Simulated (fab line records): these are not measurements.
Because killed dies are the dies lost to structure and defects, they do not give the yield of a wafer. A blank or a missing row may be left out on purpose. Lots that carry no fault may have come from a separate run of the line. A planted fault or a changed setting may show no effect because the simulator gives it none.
A struck lot beside a sound one / flow nandHarc / 28 out of 1159 route steps
Sound: these wafers, L972.1, L972.2, L972.4. Wafers struck: L979.2, L979.4, L979.6. The cause is given at the end.
For every step that has rows: the tool of each side, followed by ch and its chambers, followed by its first start. Under that, the readings that differ: sound wafers / struck wafers / difference of the means / sigmas: that difference in standard deviations of wafers without a fault.
alike: same words and numbers on both sides, and readings whose means sit less than 2 such deviations apart. not compared: any withheld reading, any reading some wafer has no value for, any bound like >300 that may hide the same value, and any number with overlapping values for which the record gives no deviation.
The two part at a step that has a row with sigmas, a row that says differs or no value, or rows on one side only. Non-overlapping numbers with no deviation appear without sigmas and do not part them. A reading that every wafer of one side lacks parts them only if that side has two wafers or more.

first, 1 step without rows for these wafers: NHARC_A_CONTACT_ETCH_132 (etches the open film in C4F8/O2/Ar, time 156 s, target depth 958 nm).
NHARC_A_CONTACT_ETCH_133: etches the open film in C4F8/O2/Ar, time 195 s, target depth 840 nm.
  sound on harCapEtch-02 ch 0,1, day 17 03:16; struck on harCapEtch-01 ch 1, day 19 11:43
  not compared: rfHoursCounterH
NHARC_A_CONTACT_ETCH_91: etches the open film in CH3F/O2, target depth 40 nm, time 85.7 s.
  sound on rieDiel-11 ch 1,2,3, day 17 03:50; struck on rieDiel-11 ch 0,1, day 19 12:19
reading=oesProductAu (a.u.); sound=1.010 1.000 1.007; struck=0.950 0.944 0.946; difference=-0.059; sigmas=-2
  alike: ch3fFlowSccm, drypumpMotorCurrentA, rfVppV, showerheadPlenumPTorr, throttleValvePct
  not compared: rfHoursCounterH
NHARC_A_CONTACT_ETCH_97: etches the open film in C4F6/O2, target depth 20 nm, time 10 s.
  sound on rieDiel-11 ch 1,2,3; struck on rieDiel-11 ch 0,2, day 19 12:27
  alike: drypumpMotorCurrentA, oesProductAu, rfVppV, showerheadPlenumPTorr, throttleValvePct
  not compared: rfHoursCounterH
NHARC_A_CONTACT_CD_MEAS_80:
  sound on cdSem-02 at day 17 04:03; struck on cdSem-02 at day 19 12:32
  alike: cdNm
then, 3 steps without rows for these wafers: NHARC_A_CONTACT_STRIP_103 (strips in N2/H2); NHARC_A_CONTACT_STRIP_104 (strips in CF4/CHF3); NHARC_A_CONTACT_STRIP_105 (strips in O2/COS).
NHARC_A_CONTACT_ETCH_106: etches the open film in CF4/O2, target depth 60 nm, overetch 6 nm, time 33 s.
  sound on rieDiel-11 ch 1,2,3, day 17 04:20; struck on rieDiel-11 ch 2,3, day 19 12:49
  alike: drypumpMotorCurrentA, oesProductAu, rfVppV, showerheadPlenumPTorr, throttleValvePct
  not compared: rfHoursCounterH
then, 2 steps without rows for these wafers: NHARC_A_CONTACT_STRIP_82 (strips in O2); NHARC_A_CONTACT_STRIP_83 (strips in post etch residue remover, time 600 s).
NHARC_A_CONTACT_DEP_84: deposits aC, target thk 2000 nm.
  sound on aclDep-03 ch 0, day 17 05:00; struck on aclDep-03 ch 0, day 19 16:01
  alike: throttleValvePct
NHARC_A_CONTACT_DEP_85: deposits SiON, target thk 50 nm.
  sound on pecvd-04 ch 0,1,2, day 17 06:28; struck on pecvd-02 ch 0,1, day 19 17:05
  alike: heaterPowerW
then, 10 steps without rows for these wafers: NHARC_A_CONTACT_DEHYDRATE_00 (time 120 s); NHARC_A_CONTACT_HMDS_01 (time 30 s); NHARC_A_CONTACT_COAT_86 (time 75 s); NHARC_A_CONTACT_COAT_87 (time 65 s); NHARC_A_CONTACT_COAT_02 (resist thk 90 nm); NHARC_A_CONTACT_SOFTBAKE_03 (time 55 s); NHARC_A_CONTACT_EBR_04; NHARC_A_CONTACT_EXPOSE_05 (exposes mask A CC); NHARC_A_CONTACT_PEB_06 (peb time 65 s); NHARC_A_CONTACT_DEVELOP_07 (develop time 35 s).
NHARC_A_CONTACT_CD_MEAS_08: target cd 100 nm.
  sound on cdSem-02 ch 0, day 17 07:04; struck on cdSem-02 ch 0, day 19 17:46
  alike: cdNm
NHARC_A_CONTACT_OVL_MEAS_09:
  sound on overlay-01 at day 17 07:09; struck on overlay-02 at day 19 17:51
reading=overlayXNm (nm); sound=-0.2 0.1 -0.1; struck=1.6 1.8 1.8; difference=+1.8; sigmas=+2
  alike: overlayYNm
NHARC_A_CONTACT_INSPECT_10:
  sound on defectInspect-02 at day 17 07:11; struck on defectInspect-02 at day 19 17:53
reading=rawDefectCount; sound=28 20 18; struck=476 478 483; difference=+457; sigmas=+27
then, 1 step without rows for these wafers: NHARC_A_CONTACT_DESCUM_13 (chemistry O2, time 3 s).
-- break in the record here, with 2 days between the starts of the struck wafers on either side (left off in module A_CONTACT, picked up again in module END, where the first step shown is number 1159 on the route) --
NHARC_END_SORT_01:
  only the struck wafers appear in the record here, on prober-02 ch 0 at day 22 02:25; the sound ones have no rows

## WHERE THEY PART
First at NHARC_A_CONTACT_ETCH_91; last, within this record, at NHARC_END_SORT_01.

WHY: the cause the simulator had injected
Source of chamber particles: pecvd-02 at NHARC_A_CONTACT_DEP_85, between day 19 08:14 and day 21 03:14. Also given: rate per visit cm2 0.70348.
